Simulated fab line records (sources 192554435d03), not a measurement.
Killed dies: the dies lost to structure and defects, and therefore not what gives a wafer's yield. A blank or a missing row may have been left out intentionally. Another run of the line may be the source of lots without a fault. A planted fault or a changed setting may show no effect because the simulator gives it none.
Split-lot experiment    flow n5-finfet    7 lots, 21 wafers read, on a route of 1938 steps

== ABOUT THE SPLIT ==
At N5_BEOL_M14_TRENCH_ETCH_34 (etches SiO2 in C4F8/O2/Ar, target depth 556.65 nm, time 126.9 s), the setting bias-w was moved away from the recipe's 2040 W on 9 of the 21 wafers read, by -5.5% to +16.5%. This setting was run at the recipe's value on the other wafers.

The reading is taken at the split's own step.

== THE READING ==
rf-vpp-V, in V, at N5_BEOL_M14_TRENCH_ETCH_34 (etches SiO2 in C4F8/O2/Ar, target depth 556.65 nm, time 126.9 s). A value of 2195 V with a standard deviation of 42 V is what fault-free wafers of this fab line usually give.

wafer   tool, chamber at the split  bias-w as run, W  against the recipe  rf-vpp-V, V  against lot-mates on the recipe
L077.1  rie-diel-03, 2              2040              recipe              2254         -
L077.2  rie-diel-03, 1              2040              recipe              2112         -
L077.3  rie-diel-03, 0              2040              recipe              2154         -
L082.2  rie-diel-03, 3              1928              -5.5%               2104         -147
L082.3  rie-diel-03, 2              2040              recipe              2251         -
L082.6  rie-diel-03, 0              1928              -5.5%               2070         -181
L084.3  rie-diel-04, 3              2345              +15.0%              2378         +163
L084.5  rie-diel-04, 1              2040              recipe              2215         -
L084.6  rie-diel-04, 2              2345              +15.0%              2438         +223
L085.1  rie-diel-03, 3              2040              recipe              2189         -
L085.5  rie-diel-03, 2              2040              recipe              2251         -
L085.6  rie-diel-03, 3              2040              recipe              2188         -
L087.2  rie-diel-04, 3              2271              +11.3%              2326         +113
L087.3  rie-diel-04, 2              2271              +11.3%              2385         +172
L087.6  rie-diel-04, 1              2040              recipe              2213         -
L089.2  rie-diel-03, 1              2360              +15.7%              2335         +155
L089.5  rie-diel-03, 1              2040              recipe              2109         -
L089.6  rie-diel-03, 2              2040              recipe              2251         -
L093.2  rie-diel-04, 2              2040              recipe              2214         -
L093.3  rie-diel-04, 0              2376              +16.5%              2480         +266
L093.6  rie-diel-04, 1              2376              +16.5%              2456         +242

THE FIT
A straight line over all 21 wafers: rf-vpp-V changes by +14.5 V for each +1% of bias-w; r = +0.92; the points scatter about the line by 49 V.
The same after taking each lot's own level away (the mean of its wafers on the recipe; 21 wafers): +14.8 V for each +1%; r = +0.92; scatter 49 V.
According to that fit, moving bias-w by its largest amount changes the reading by 2.4e+02 V.
From 2173.3 to 2251.0 V: that is the span of the lots' own levels, equal to 1.8 times the standard deviation above.
The two slopes agree, so the slope changes little with the lot-to-lot level.
Check: for one of the wafers moved furthest among these (+16.5%), held out of the fit, the line's prediction against its lot-mates is +221 V. Against them it came out at +266 V.
Tool readings at the split's step, against how far the setting was moved: rf-vpp-V r = +0.92.

== FILE'S OWN FIT ==
rf-vpp-V changes by +13.4 V for each +1% of bias-w, r = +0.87.
